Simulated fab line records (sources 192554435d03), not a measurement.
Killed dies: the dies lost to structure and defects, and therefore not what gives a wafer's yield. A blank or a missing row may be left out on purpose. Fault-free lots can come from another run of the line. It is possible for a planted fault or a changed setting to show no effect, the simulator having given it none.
Matching of chambers | flow n5Finfet | rieDiel-01 running N5_BEOL_M2_ETCH_63: 4 sister chambers
The step etches SiARC in CF4, target depth 15.6 nm, time 26 s. 14 wafers are shown with their chamber, then 7 later ones without.

EACH WAFER AND ITS CHAMBER
wafer  | chamber | drypumpMotorCurrentA (A) | throttleValvePct (%) | showerheadPlenumPTorr (Torr)
L079.1 | 3       | 5.7                      | 15.97                | 2.17
L079.2 | 0       | 6.1                      | 15.81                | 2.00
L079.3 | 2       | 5.2                      | 15.23                | 2.16
L078.2 | 3       | 5.7                      | 15.95                | 2.17
L078.4 | 2       | 5.2                      | 15.21                | 2.16
L078.5 | 0       | 6.0                      | 15.81                | 2.00
L081.2 | 3       | 5.7                      | 15.96                | 2.17
L081.3 | 1       | 5.7                      | 15.74                | 2.27
L081.5 | 0       | 6.0                      | 15.82                | 2.00
L083.1 | 1       | 5.7                      | 15.74                | 2.27
L083.3 | 0       | 6.1                      | 15.82                | 2.00
L083.4 | 3       | 5.7                      | 15.98                | 2.17
L086.3 | 2       | 5.2                      | 15.26                | 2.15
L086.4 | 0       | 6.0                      | 15.28                | 2.25

SIGNATURES (averages over the wafers above)
reading               | chamber 0 | chamber 1 | chamber 2 | chamber 3 | scatter within a chamber
drypumpMotorCurrentA  | 6.040     | 5.700     | 5.200     | 5.700     | 0.0346
throttleValvePct      | 15.7080   | 15.7400   | 15.2333   | 15.9650   | 0.152
showerheadPlenumPTorr | 2.0500    | 2.2700    | 2.1567    | 2.1700    | 0.0708
Rule: distance of a wafer from a chamber = root of the sum over the readings of ((wafer's reading minus chamber's mean) / reading's scatter) squared. If the next closest chamber is less than 2 further off than the closest, the wafer can't be placed; otherwise it belongs to the closest. The scatter is the square root of a quotient: the sum, over the shown wafers, of each reading's squared deviation from its chamber's mean, divided by wafers minus chambers.

WAFERS WHOSE CHAMBER IS MISSING
wafer  | drypumpMotorCurrentA (A) | throttleValvePct (%) | showerheadPlenumPTorr (Torr)
L086.6 | 5.7                      | 16.02                | 2.16
L095.1 | 6.1                      | 15.30                | 2.25
L095.4 | 5.2                      | 15.30                | 2.15
L095.6 | 6.0                      | 15.29                | 2.25
L096.1 | 5.2                      | 15.31                | 2.14
L096.4 | 5.7                      | 16.08                | 2.16
L096.6 | 5.7                      | 15.83                | 2.26

CHAMBER TAKEN BY EACH
wafer  | from the rows above     | in truth
L086.6 | 3                       | 3
L095.1 | 0                       | 0
L095.4 | 2                       | 2
L095.6 | 0                       | 0
L096.1 | 2                       | 2
L096.4 | can't be placed: 3 or 1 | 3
L096.6 | can't be placed: 1 or 3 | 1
5 of 7 placed correctly. From these rows, 2 cannot be placed; in 2 the true chamber is one of the candidates. 0 placed wrongly.
